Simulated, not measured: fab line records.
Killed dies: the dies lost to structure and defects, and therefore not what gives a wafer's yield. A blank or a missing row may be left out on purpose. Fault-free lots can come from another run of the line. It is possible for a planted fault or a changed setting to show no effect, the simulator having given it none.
A lot that was struck, set against a sound lot | flow n5Finfet | 15 steps out of a route of 1938
Sound: wafers L449.2, L449.3, L449.5. Struck: wafer L454.2 (L454.1, L454.3, from the same lot, were not struck and are left out); the cause is given at the end.
Each step with rows lists, per side, the tool, then ch with its chambers, then its first start. Under that, the readings that differ: sound wafers | struck wafers | difference of the means | sigmas: that difference in standard deviations of wafers without a fault.
alike: a reading whose means differ by less than 2 such deviations, as well as words and numbers matching on both sides. not compared: withheld readings; readings where some wafer has no value; bounds like >300 that might hide an equal value; numbers whose values overlap and for which the record gives no deviation.
A row with sigmas, a row that says differs or no value, or rows on one side alone: a step with any of these is where the two part. Non-overlapping numbers with no deviation appear without sigmas and do not part them. A reading missing from all wafers of one side parts the sides only when that side holds two or more wafers.

first, 2 steps without rows for these wafers: N5_BEOL_M12_DEVELOP_27 (develop time 45 s); N5_BEOL_M12_HARDBAKE_32 (time 120 s).
N5_BEOL_M12_CD_MEAS_28 targets a cd of 160.2 nm.
  sound on cdSem-02 ch 0, day 10 19:28; struck on cdSem-03 ch 0, day 12 20:28
  alike: cdNm
N5_BEOL_M12_OVL_MEAS_29:
  sound on overlay-02 ch 0, day 10 19:29; struck on overlay-01 ch 0, day 12 20:30
reading      | sound  | struck | difference | sigmas
M12_OVL (nm) | -2 8 1 | -13    | -15        | -2
N5_BEOL_M12_INSPECT_30: inspects for defects (macro).
  sound on defectInspect-01 at day 10 19:31; struck on defectInspect-02 at day 12 20:31
  alike: rawDefectCount
N5_BEOL_M12_DESCUM_33: chemistry O2, time 7.9 s.
  sound on rieDiel-03 ch 0,3, day 10 19:38; struck on rieDiel-04 ch 3, day 12 20:35
reading                  | sound          | struck | difference | sigmas
drypumpMotorCurrentA (A) | 5.7 5.5 5.7    | 6.4    | +0.8       | +2
oesProductAu (a.u.)      | 0.72 0.97 0.72 | 0.98   | +0.18      | +2
  alike: chamberPressureMTorr, rfVppV, showerheadPlenumPTorr, throttleValvePct
  not compared: rfHoursCounterH
N5_BEOL_M12_ETCH_67: etches SiARC in CF4, target depth 143 nm, time 238.3 s.
  sound on rieDiel-03 ch 0,3, day 10 19:40; struck on rieDiel-04 ch 3, day 12 20:37
reading                  | sound             | struck | difference | sigmas
drypumpMotorCurrentA (A) | 5.7 5.5 5.7       | 6.4    | +0.8       | +2
oesProductAu (a.u.)      | 0.61 0.81 0.61    | 0.83   | +0.15      | +2
rfVppV (V)               | 180.6 184.2 182.2 | 185.2  | +2.9       | +2
  alike: chamberPressureMTorr, etchRfOnTimeS, showerheadPlenumPTorr, throttleValvePct
  not compared: rfHoursCounterH
N5_BEOL_M12_ETCH_68: etches SOC in N2/H2, time 285 s.
  sound on rieDiel-03 ch 0,3, day 10 19:49; struck on rieDiel-04 ch 3, day 12 20:46
reading                  | sound          | struck | difference | sigmas
drypumpMotorCurrentA (A) | 5.7 5.5 5.7    | 6.5    | +0.9       | +3
oesProductAu (a.u.)      | 0.73 0.96 0.73 | 0.98   | +0.17      | +2
  alike: chamberPressureMTorr, rfVppV, showerheadPlenumPTorr, throttleValvePct
  not compared: rfHoursCounterH
then, 1 step without rows for these wafers: N5_BEOL_M12_STRIP_69 (strips in N2/H2).
N5_BEOL_M12_TRENCH_ETCH_34: etches SiOC in C4F8/O2/Ar, target depth 318.95 nm, time 125.5 s.
  sound on rieDiel-03 ch 0,3, day 10 19:59; struck on rieDiel-04 ch 3, day 12 20:56
reading                  | sound       | struck | difference | sigmas
drypumpMotorCurrentA (A) | 5.7 5.5 5.7 | 6.4    | +0.8       | +2
  alike: C4F8_flow_sccm, chamberPressureMTorr, oesProductAu, rfVppV, showerheadPlenumPTorr, throttleValvePct
  not compared: rfHoursCounterH
then, 1 step without rows for these wafers: N5_BEOL_M12_STRIP_70 (strips in C4F8/O2/Ar).
N5_BEOL_M12_OCD_MEAS_35:
  sound on ocd-02 at day 10 20:09; struck on ocd-02 at day 12 21:05
  alike: trenchDepthNm
N5_BEOL_M12_STRIP_37: strips in N2/H2.
  sound on plasmaAsher-02 ch 0,1, day 10 20:11; struck on plasmaAsher-01 ch 0, day 12 21:08
reading           | sound          | struck | difference | sigmas
h2FlowSccm (sccm) | 3255 3256 3253 | 3578   | +323       | +32
  alike: drypumpMotorCurrentA, heaterPowerW, oesProductAu
  not compared: rfHoursCounterH
N5_BEOL_M12_ETCH_38: etches SiCN in CF4/N2, target depth 68.7 nm, time 73.4 s.
  sound on rieDiel-04 ch 1,2, day 10 20:34; struck on rieDiel-05 ch 0, day 13 02:02
  alike: chamberPressureMTorr, drypumpMotorCurrentA, oesProductAu, rfVppV, showerheadPlenumPTorr, throttleValvePct
  not compared: rfHoursCounterH
N5_PASSIVATION_PROBE_49:
  only the struck wafers here have rows in the record (prober-02, day 15 00:22); the sound ones have none

WHERE THEY PART
Last at N5_PASSIVATION_PROBE_49 as far as this record goes, first at N5_BEOL_M12_OVL_MEAS_29.

WHY: the cause the simulator had injected
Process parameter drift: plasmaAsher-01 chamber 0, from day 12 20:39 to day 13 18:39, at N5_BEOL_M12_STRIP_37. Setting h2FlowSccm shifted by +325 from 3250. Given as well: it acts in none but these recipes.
